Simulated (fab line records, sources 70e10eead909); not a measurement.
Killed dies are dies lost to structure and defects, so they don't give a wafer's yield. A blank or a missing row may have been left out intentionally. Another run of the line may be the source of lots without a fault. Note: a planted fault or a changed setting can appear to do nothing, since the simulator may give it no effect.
Which of the tools did it?	flow nand_harc	Sampling: 24 lots, 72 wafers, 6 of 1302 route steps

## WHAT THE GAUGES READ, wafer by wafer
No reading from a measuring or inspecting step in the record can be judged against a usual standard deviation.

## WHICH TOOL RAN EACH LOT (tool, then ch and the chambers of the sampled wafers, then the start)
lot	NHARC_A_CHANNEL_FILL_D2_ALD_03	NHARC_A_CHANNEL_FILL_D2_STRIP_28	NHARC_A_CHANNEL_FILL_D2_ALD_25	NHARC_A_STAIRCASE_ETCH_13	NHARC_A_STAIRCASE_TRIM_16	NHARC_A_STAIRCASE_TRIM_22
L074	ald_sin_batch-02 ch 0, day 15 04:34 or earlier	rie_diel-12 ch 0,1,3, day 15 04:34	ald_hk-04 ch 0,1, day 15 19:59	rie_diel-03 ch 0,1,3, no start	rie_diel-03 ch 0,1,2, no start	rie_diel-03 ch 2,3, no start
L075	ald_sin_batch-02 ch 0, day 15 04:35 or earlier	rie_diel-04 ch 0,1,3, day 15 04:35	ald_hk-04 ch 2,3, day 15 16:20	rie_diel-06 ch 0,3, no start	rie_diel-06 ch 1,2, no start	rie_diel-06 ch 1,2, no start
L076	ald_sin_batch-01 ch 0, day 15 04:34 or earlier	rie_diel-13 ch 0,2,3, day 15 04:34	ald_hk-03 ch 0,2,3, day 15 18:16	rie_diel-06 ch 0,1,2, no start	rie_diel-06 ch 2,3, no start	rie_diel-02 ch 1,2, no start
L077	ald_sin_batch-01 ch 0, day 16 08:38 or earlier	rie_diel-04 ch 0,1,2, day 16 08:38	ald_hk-02 ch 0,1,3, day 16 21:19	rie_diel-03 ch 1,2, no start	rie_diel-03 ch 0,1,3, no start	rie_diel-06 ch 1,2, no start
L078	ald_sin_batch-01 ch 0, day 16 08:21 or earlier	rie_diel-12 ch 0,2, day 16 08:21	ald_hk-04 ch 0,1, day 16 20:05	rie_diel-03 ch 0,1,3, no start	rie_diel-03 ch 0,3, no start	rie_diel-03 ch 2,3, no start
L079	ald_sin_batch-01 ch 0, day 16 08:21 or earlier	rie_diel-13 ch 0,2,3, day 16 08:21	ald_hk-03 ch 1,2,3, day 16 21:31	rie_diel-06 ch 1,2,3, no start	rie_diel-06 ch 0,1,2, no start	rie_diel-06 ch 0,2,3, no start
L080	ald_sin_batch-02 ch 0, day 16 20:50 or earlier	rie_diel-12 ch 0,1, day 16 20:50	ald_hk-02 ch 2,3, day 17 10:53	rie_diel-06 ch 0,2, no start	rie_diel-06 ch 1,2,3, no start	rie_diel-06 ch 2,3, no start
L081	ald_sin_batch-01 ch 0, day 17 02:31 or earlier	rie_diel-13 ch 1,3, day 17 02:31	ald_hk-02 ch 0,2, day 17 14:34	rie_diel-03 ch 0,1,3, no start	rie_diel-03 ch 1,2,3, no start	rie_diel-02 ch 1,2,3, no start
L082	ald_sin_batch-01 ch 0, day 17 02:30 or earlier	rie_diel-04 ch 1,2, day 17 02:30	ald_hk-04 ch 0,1,3, day 17 15:08	rie_diel-06 ch 1,3, no start	rie_diel-06 ch 1,2, no start	rie_diel-02 ch 0,2, no start
L083	ald_sin_batch-01 ch 0, day 18 18:44 or earlier	rie_diel-13 ch 0,3, day 18 18:44	ald_hk-02 ch 0,3, day 19 08:43	rie_diel-02 ch 1,3, no start	rie_diel-02 ch 0,3, no start	rie_diel-02 ch 0,3, no start
L084	ald_sin_batch-01 ch 0, day 18 18:44 or earlier	rie_diel-12 ch 0,1,3, day 18 18:44	ald_hk-03 ch 2,3, day 19 08:43	rie_diel-06 ch 0,1, no start	rie_diel-06 ch 0,1,3, no start	rie_diel-06 ch 0,2,3, no start
L085	ald_sin_batch-02 ch 0, day 19 07:23 or earlier	rie_diel-13 ch 1,2,3, day 19 07:23	ald_hk-03 ch 1,2,3, day 19 21:17	rie_diel-06 ch 0,1,2, no start	rie_diel-06 ch 0,2,3, no start	rie_diel-02 ch 0,1,3, no start
L086	ald_sin_batch-02 ch 0, day 19 07:23 or earlier	rie_diel-12 ch 0,1,2, day 19 07:23	ald_hk-04 ch 0,1,3, day 19 20:41	rie_diel-03 ch 0,1,2, no start	rie_diel-03 ch 0,2,3, no start	rie_diel-03 ch 0,1,3, no start
L087	ald_sin_batch-02 ch 0, day 20 12:22 or earlier	rie_diel-13 ch 2,3, day 20 12:22	ald_hk-02 ch 0,2,3, day 21 00:01	rie_diel-06 ch 1,2,3, no start	rie_diel-06 ch 0,2,3, no start	rie_diel-03 ch 0,2, no start
L088	ald_sin_batch-01 ch 0, day 20 23:02 or earlier	rie_diel-12 ch 0,3, day 20 23:02	ald_hk-02 ch 0,3, day 21 11:44	rie_diel-02 ch 1,2,3, no start	rie_diel-02 ch 2,3, no start	rie_diel-02 ch 0,1, no start
L089	ald_sin_batch-01 ch 0, day 20 23:01 or earlier	rie_diel-13 ch 0,3, day 20 23:01	ald_hk-03 ch 0,2,3, day 21 11:44	rie_diel-03 ch 1,2, no start	rie_diel-03 ch 1,2, no start	rie_diel-03 ch 0,1,2, no start
L090	ald_sin_batch-01 ch 0, day 21 22:57 or earlier	rie_diel-13 ch 1,3, day 21 22:57	ald_hk-03 ch 0,2, day 22 11:28	rie_diel-06 ch 0,3, no start	rie_diel-06 ch 0,1,3, no start	rie_diel-06 ch 1,2,3, no start
L091	ald_sin_batch-03 ch 0, day 22 02:35 or earlier	rie_diel-12 ch 0,1,3, day 22 02:35	ald_hk-02 ch 0,1,2, day 22 15:23	rie_diel-03 ch 0,1,2, no start	rie_diel-03 ch 1,2,3, no start	rie_diel-06 ch 0,1,2, no start
L092	ald_sin_batch-03 ch 0, day 22 02:35 or earlier	rie_diel-13 ch 2,3, day 22 02:35	ald_hk-03 ch 0,1, day 22 16:01	rie_diel-06 ch 0,1, no start	rie_diel-06 ch 0,3, no start	rie_diel-06 ch 1,2, no start
L093	ald_sin_batch-03 ch 0, day 22 10:39 or earlier	rie_diel-04 ch 1,2,3, day 22 10:39	ald_hk-03 ch 0,1,2, day 22 23:55	rie_diel-02 ch 0,1,3, no start	rie_diel-02 ch 0,3, no start	rie_diel-02 ch 0,3, no start
L094	ald_sin_batch-02 ch 0, day 23 07:21 or earlier	rie_diel-13 ch 0,1,3, day 23 07:21	ald_hk-03 ch 0,2,3, day 23 20:29	rie_diel-02 ch 0,1,2, no start	rie_diel-02 ch 0,1,3, no start	rie_diel-02 ch 0,1,3, no start
L096	ald_sin_batch-02 ch 0, day 23 07:25 or earlier	rie_diel-12 ch 1,2,3, day 23 07:25	ald_hk-02 ch 1,2,3, day 23 23:37	rie_diel-06 ch 0,1,2, no start	rie_diel-06 ch 0,1,2, no start	rie_diel-06 ch 0,1,3, no start
L095	ald_sin_batch-03 ch 0, day 23 21:22 or earlier	rie_diel-13 ch 0,1,2, day 23 21:22	ald_hk-03 ch 1,2,3, day 24 11:04	rie_diel-06 ch 1,2, no start	rie_diel-06 ch 2,3, no start	rie_diel-06 ch 0,1, no start
L097	ald_sin_batch-01 ch 0, day 24 02:56 or earlier	rie_diel-12 ch 0,1,2, day 24 02:56	ald_hk-04 ch 0,2, day 24 14:17	rie_diel-06 ch 0,1,2, no start	rie_diel-06 ch 2,3, no start	rie_diel-06 ch 1,2,3, no start
- NHARC_A_CHANNEL_FILL_D2_ALD_03: deposits SiNx, target thk 6 nm, pulse time 60 s, ald cycles 58.
- NHARC_A_CHANNEL_FILL_D2_STRIP_28: strips in O2, time 20 s.
- NHARC_A_CHANNEL_FILL_D2_ALD_25: deposits SiOx, target thk 60 nm, pulse time 10 s, ald cycles 600.
- NHARC_A_STAIRCASE_ETCH_13: etches the open film in C4F8/O2, target depth 100 nm, time 40.5 s.
- NHARC_A_STAIRCASE_TRIM_16: chemistry O2, time 211.2 s.
- NHARC_A_STAIRCASE_TRIM_22: chemistry O2, time 211.2 s.

## WHAT THE TOOLS THEMSELVES READ (means of the sampled wafers that have a number; where no wafer has one, the mark that the record gives instead)
NHARC_A_CHANNEL_FILL_D2_ALD_03. Usual: 1.000 for precursor_pulse_height_rel, sd 0.018.
lot	tool	precursor_pulse_height_rel	flag
L074	ald_sin_batch-02	1.012	
L075	ald_sin_batch-02	0.981	
L076	ald_sin_batch-01	0.979	
L077	ald_sin_batch-01	0.996	
L078	ald_sin_batch-01	0.998	
L079	ald_sin_batch-01	0.987	
L080	ald_sin_batch-02	1.007	
L081	ald_sin_batch-01	1.003	
L082	ald_sin_batch-01	0.999	
L083	ald_sin_batch-01	1.013	
L084	ald_sin_batch-01	1.007	
L085	ald_sin_batch-02	0.995	
L086	ald_sin_batch-02	0.995	
L087	ald_sin_batch-02	1.008	
L088	ald_sin_batch-01	1.005	
L089	ald_sin_batch-01	0.999	
L090	ald_sin_batch-01	0.987	
L091	ald_sin_batch-03	1.009	
L092	ald_sin_batch-03	0.983	
L093	ald_sin_batch-03	1.002	
L094	ald_sin_batch-02	0.999	
L096	ald_sin_batch-02	0.990	
L095	ald_sin_batch-03	1.010	
L097	ald_sin_batch-01	1.003	

NHARC_A_CHANNEL_FILL_D2_STRIP_28. Usual: drypump_motor_current_A 5.8 A, standard deviation 0.54; oes_product_au 0.997 a.u., standard deviation 0.014; rf_vpp_V 57.7 V, standard deviation 0.96; showerhead_plenum_p_Torr 3.51 Torr, standard deviation 0.17; throttle_valve_pct 17.036 %, standard deviation 0.0097.
lot	tool	drypump_motor_current_A (A)	oes_product_au (a.u.)	rf_vpp_V (V)	showerhead_plenum_p_Torr (Torr)	throttle_valve_pct (%)	flag
L074	rie_diel-12	5.8	0.984	58.0	3.61	17.038	
L075	rie_diel-04	5.7	1.003	58.6	3.48	17.027	
L076	rie_diel-13	6.3	0.990	56.5	3.42	17.046	
L077	rie_diel-04	6.0	0.988	57.2	3.58	17.028	
L078	rie_diel-12	5.9	1.007	58.2	3.70	17.034	
L079	rie_diel-13	6.3	0.993	57.2	3.41	17.043	
L080	rie_diel-12	6.0	0.994	57.8	3.58	17.033	
L081	rie_diel-13	5.7	0.997	55.9	3.31	17.038	
L082	rie_diel-04	5.8	0.999	58.3	3.68	17.027	
L083	rie_diel-13	6.1	0.986	57.9	3.34	17.036	
L084	rie_diel-12	5.9	0.986	58.7	3.61	17.030	
L085	rie_diel-13	5.9	1.002	57.9	3.38	17.036	
L086	rie_diel-12	5.6	1.008	57.5	3.60	17.041	
L087	rie_diel-13	6.5	1.001	57.3	3.45	17.036	
L088	rie_diel-12	6.0	0.990	57.1	3.71	17.041	
L089	rie_diel-13	6.1	0.988	57.7	3.34	17.038	
L090	rie_diel-13	5.4	1.001	57.2	3.31	17.027	
L091	rie_diel-12	5.8	0.990	59.0	3.61	17.028	
L092	rie_diel-13	6.3	0.998	56.7	3.38	17.038	
L093	rie_diel-04	5.5	1.002	58.1	3.58	17.037	
L094	rie_diel-13	5.7	0.996	57.9	3.34	17.048	
L096	rie_diel-12	5.5	1.004	57.6	3.62	17.037	
L095	rie_diel-13	5.9	0.995	56.8	3.41	17.033	
L097	rie_diel-12	5.6	0.999	57.8	3.59	17.040	

NHARC_A_CHANNEL_FILL_D2_ALD_25. Usual: heater_power_outer_w 271 W, standard deviation 31; heater_power_w 484 W, standard deviation 55; precursor_pulse_height_rel 1.000, standard deviation 0.021.
lot	tool	heater_power_outer_w (W)	heater_power_w (W)	precursor_pulse_height_rel	flag
L074	ald_hk-04	285	514	1.003	
L075	ald_hk-04	266	460	1.010	
L076	ald_hk-03	249	445	0.981	
L077	ald_hk-02	262	472	1.009	
L078	ald_hk-04	318	562	0.995	
L079	ald_hk-03	265	483	1.004	
L080	ald_hk-02	258	481	1.010	
L081	ald_hk-02	264	483	0.982	
L082	ald_hk-04	292	520	0.985	
L083	ald_hk-02	244	451	0.990	
L084	ald_hk-03	262	446	0.990	
L085	ald_hk-03	263	476	0.982	
L086	ald_hk-04	286	513	0.993	
L087	ald_hk-02	267	477	1.007	
L088	ald_hk-02	247	446	1.000	
L089	ald_hk-03	249	439	1.016	
L090	ald_hk-03	261	456	1.012	
L091	ald_hk-02	287	509	1.014	
L092	ald_hk-03	275	501	1.012	
L093	ald_hk-03	270	477	0.987	
L094	ald_hk-03	247	435	1.006	
L096	ald_hk-02	269	494	1.016	
L095	ald_hk-03	270	473	1.013	
L097	ald_hk-04	319	548	1.001	

NHARC_A_STAIRCASE_ETCH_13. Usual: oes_product_au 0.937 a.u., standard deviation 0.017; rf_vpp_V 897 V, standard deviation 5.7.
lot	tool	oes_product_au (a.u.)	rf_vpp_V (V)	flag
L074	rie_diel-03	0.932	896	
L075	rie_diel-06	0.933	901	
L076	rie_diel-06	0.921	897	
L077	rie_diel-03	0.937	902	
L078	rie_diel-03	0.939	896	
L079	rie_diel-06	0.922	895	
L080	rie_diel-06	0.952	900	
L081	rie_diel-03	0.926	895	
L082	rie_diel-06	0.913	896	
L083	rie_diel-02	0.957	899	
L084	rie_diel-06	0.930	900	
L085	rie_diel-06	0.917	896	
L086	rie_diel-03	0.939	903	
L087	rie_diel-06	0.949	895	
L088	rie_diel-02	0.952	900	
L089	rie_diel-03	0.948	902	
L090	rie_diel-06	0.924	900	
L091	rie_diel-03	0.918	903	
L092	rie_diel-06	0.930	896	
L093	rie_diel-02	0.933	895	
L094	rie_diel-02	0.954	897	
L096	rie_diel-06	0.950	896	
L095	rie_diel-06	0.975	893	
L097	rie_diel-06	0.935	896	

NHARC_A_STAIRCASE_TRIM_16. Usual: drypump_motor_current_A 5.5 A, standard deviation 0.31; oes_product_au 0.995 a.u., standard deviation 0.013; rf_vpp_V 57.8 V, standard deviation 0.99; showerhead_plenum_p_Torr 3.56 Torr, standard deviation 0.16; throttle_valve_pct 17.036 %, standard deviation 0.0089.
lot	tool	drypump_motor_current_A (A)	oes_product_au (a.u.)	rf_vpp_V (V)	showerhead_plenum_p_Torr (Torr)	throttle_valve_pct (%)	flag
L074	rie_diel-03	5.5	1.000	57.8	3.55	17.037	
L075	rie_diel-06	5.3	0.994	57.9	3.47	17.042	
L076	rie_diel-06	5.6	0.993	57.8	3.47	17.043	
L077	rie_diel-03	5.6	1.008	58.5	3.52	17.038	
L078	rie_diel-03	5.5	1.003	57.8	3.43	17.036	
L079	rie_diel-06	5.2	0.986	57.2	3.55	17.043	
L080	rie_diel-06	5.5	0.984	57.1	3.49	17.046	
L081	rie_diel-03	5.6	1.008	58.3	3.61	17.036	
L082	rie_diel-06	5.3	0.974	56.4	3.46	17.033	
L083	rie_diel-02	5.6	1.002	57.2	3.38	17.040	
L084	rie_diel-06	5.4	0.984	58.7	3.60	17.033	
L085	rie_diel-06	5.5	0.992	56.6	3.57	17.034	
L086	rie_diel-03	5.4	0.988	57.4	3.62	17.045	
L087	rie_diel-06	5.5	0.987	57.5	3.57	17.042	
L088	rie_diel-02	5.7	1.008	57.9	3.60	17.040	
L089	rie_diel-03	5.7	1.003	58.7	3.69	17.040	
L090	rie_diel-06	5.4	0.994	58.0	3.59	17.038	
L091	rie_diel-03	5.6	1.006	58.5	3.59	17.031	
L092	rie_diel-06	5.3	0.985	58.5	3.68	17.042	
L093	rie_diel-02	5.6	1.006	56.7	3.36	17.030	
L094	rie_diel-02	5.6	0.990	57.4	3.53	17.030	
L096	rie_diel-06	5.2	0.990	57.6	3.52	17.043	
L095	rie_diel-06	5.6	1.002	57.5	3.44	17.037	
L097	rie_diel-06	5.8	0.999	58.4	3.49	17.032	

NHARC_A_STAIRCASE_TRIM_22. Usual: drypump_motor_current_A 5.5 A, standard deviation 0.3; oes_product_au 0.999 a.u., standard deviation 0.013; rf_vpp_V 57.9 V, standard deviation 0.91; showerhead_plenum_p_Torr 3.55 Torr, standard deviation 0.16; throttle_valve_pct 17.037 %, standard deviation 0.0093.
lot	tool	drypump_motor_current_A (A)	oes_product_au (a.u.)	rf_vpp_V (V)	showerhead_plenum_p_Torr (Torr)	throttle_valve_pct (%)	flag
L074	rie_diel-03	5.5	1.007	57.7	3.56	17.038	
L075	rie_diel-06	5.4	0.988	57.6	3.44	17.037	
L076	rie_diel-02	5.8	0.998	58.2	3.53	17.032	
L077	rie_diel-06	5.3	0.981	57.7	3.46	17.041	
L078	rie_diel-03	5.5	1.019	58.4	3.55	17.031	
L079	rie_diel-06	5.4	0.997	57.9	3.58	17.044	
L080	rie_diel-06	5.6	0.991	57.3	3.46	17.032	
L081	rie_diel-02	5.6	1.006	58.1	3.67	17.035	
L082	rie_diel-02	5.9	1.010	57.4	3.54	17.035	
L083	rie_diel-02	5.6	1.003	58.3	3.38	17.041	
L084	rie_diel-06	5.4	0.984	57.3	3.57	17.034	
L085	rie_diel-02	5.6	1.003	57.9	3.55	17.037	
L086	rie_diel-03	5.5	0.992	57.9	3.68	17.038	
L087	rie_diel-03	5.3	0.999	58.4	3.64	17.040	
L088	rie_diel-02	5.7	1.002	58.0	3.46	17.045	
L089	rie_diel-03	5.5	1.000	58.6	3.70	17.036	
L090	rie_diel-06	5.6	1.006	57.2	3.47	17.039	
L091	rie_diel-06	5.2	0.994	58.1	3.53	17.037	
L092	rie_diel-06	5.3	1.006	57.8	3.44	17.044	
L093	rie_diel-02	5.6	1.011	58.4	3.36	17.038	
L094	rie_diel-02	5.5	1.004	58.6	3.53	17.035	
L096	rie_diel-06	5.4	0.990	58.9	3.58	17.034	
L095	rie_diel-06	5.2	0.996	56.6	3.55	17.042	
L097	rie_diel-06	5.6	0.999	57.6	3.46	17.036	

## THE ANSWER, worked out from the rows above alone
Rule: lot off if the mean of its wafers having a number is beyond 3 standard deviations from the usual mean. Also off: a lot with no number at a reading for which 4 or more lots have one. Any other lot the step has rows for is counted as sound. After the gauges, taken in route order, come the tools' own readings; for these a lot's mean is taken, as printed above. The first step at which some lot is off is used, and at that step the reading that is off furthest; a lot without a number counts as furthest.
No lot is off at any reading shown: from this, nothing can be told.

## WHAT WAS PUT IN BY THE SIMULATOR
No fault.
